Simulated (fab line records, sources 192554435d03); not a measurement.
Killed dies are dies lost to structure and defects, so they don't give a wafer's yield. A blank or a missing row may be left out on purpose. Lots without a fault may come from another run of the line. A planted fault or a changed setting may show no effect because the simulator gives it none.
Split-lot experiment | flow n5_finfet | 7 lots, 21 wafers read, on a route of 1938 steps

THE SPLIT
At N5_SD_EPI_P_COAT_34 (time 60 s, resist thk 350 nm), the setting spin_rpm was moved away from the recipe's 1500 rpm on 3 of the 21 wafers read, by -5.5% to +3.6%. The other wafers ran this setting at the recipe's value.

The reading is taken at the split's own step.

THE READING
SOC_of_SD_EPI_P_COAT_34.thk_nm (the simulator's own value, which no gauge read), in nm, at N5_SD_EPI_P_COAT_34 (time 60 s, resist thk 350 nm). The file gives no usual value for it. The 18 wafers here that ran the recipe average 350.8 nm, standard deviation 0.69 nm.

wafer  | tool, chamber at the split | spin_rpm as run, rpm | against the recipe | SOC_of_SD_EPI_P_COAT_34.thk_nm, nm | against lot-mates on the recipe
L078.1 | litho_track-03, 0          | 1500                 | recipe             | 350.6                              | -
L078.3 | litho_track-03, 0          | 1500                 | recipe             | 350.2                              | -
L078.5 | litho_track-03, 0          | 1500                 | recipe             | 349.4                              | -
L080.2 | litho_track-01, 0          | 1500                 | recipe             | 350.6                              | -
L080.3 | litho_track-01, 0          | 1500                 | recipe             | 351.4                              | -
L080.4 | litho_track-01, 0          | 1500                 | recipe             | 351.4                              | -
L082.3 | litho_track-03, 0          | 1500                 | recipe             | 349.8                              | -
L082.5 | litho_track-03, 0          | 1500                 | recipe             | 351                                | -
L082.6 | litho_track-03, 0          | 1500                 | recipe             | 350                                | -
L085.1 | litho_track-01, 0          | 1500                 | recipe             | 350.4                              | -
L085.5 | litho_track-01, 0          | 1418                 | -5.5%              | 359.4                              | +9.2
L085.6 | litho_track-01, 0          | 1500                 | recipe             | 350                                | -
L089.3 | litho_track-05, 0          | 1500                 | recipe             | 351                                | -
L089.5 | litho_track-05, 0          | 1500                 | recipe             | 351.8                              | -
L089.6 | litho_track-05, 0          | 1554                 | +3.6%              | 344.8                              | -6.6
L092.2 | litho_track-03, 0          | 1500                 | recipe             | 351.8                              | -
L092.5 | litho_track-03, 0          | 1500                 | recipe             | 351.2                              | -
L092.6 | litho_track-03, 0          | 1500                 | recipe             | 351.6                              | -
L094.1 | litho_track-03, 0          | 1500                 | recipe             | 350.8                              | -
L094.3 | litho_track-03, 0          | 1440                 | -4.0%              | 358.2                              | +7.3
L094.4 | litho_track-03, 0          | 1500                 | recipe             | 351                                | -

THE FIT
A straight line over all 21 wafers: SOC_of_SD_EPI_P_COAT_34.thk_nm changes by -1.67 nm for each +1% of spin_rpm; r = -0.97; the points scatter about the line by 0.7 nm.
The same after taking each lot's own level away (the mean of its wafers on the recipe; 21 wafers): -1.76 nm for each +1%; r = -0.99; scatter 0.39 nm.
On that fit, the largest move of spin_rpm shifts the reading by 9.6 nm.
The lots' own levels span 350.07 to 351.53 nm, that is 2.1 times the standard deviation above.
So the lot-to-lot level changes the slope little: the two slopes agree.
Check: with one of the wafers moved furthest among these (-5.5%) left out of the fit, the line predicts +10 nm for it against its lot-mates. It came out at +9.2 nm against them.

OTHER SPLITS ON THESE WAFERS
These wafers also went through other splits before the reading. Each is held against what the fit with the lots' levels taken away leaves over:
other split on the same wafers          | wafers away from the commonest value | r with SOC_of_SD_EPI_P_COAT_34.thk_nm (lot level and that fit taken away)
N5_ZERO_LAYER_COAT_05 spin_rpm          | 9                                    | -0.01
N5_ZERO_LAYER_DEVELOP_10 develop_time_s | 10                                   | +0.01
N5_FIN_SAQP_ETCH_65 time_s              | 2                                    | -0.19
N5_SD_EPI_N_COAT_32 spin_rpm            | 6                                    | -0.08
N5_SD_EPI_N_COAT_33 spin_rpm            | 4                                    | +0.01

THE FILE'S OWN FIT
SOC_of_SD_EPI_P_COAT_34.thk_nm changes by -1.75 nm for each +1% of spin_rpm, r = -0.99.
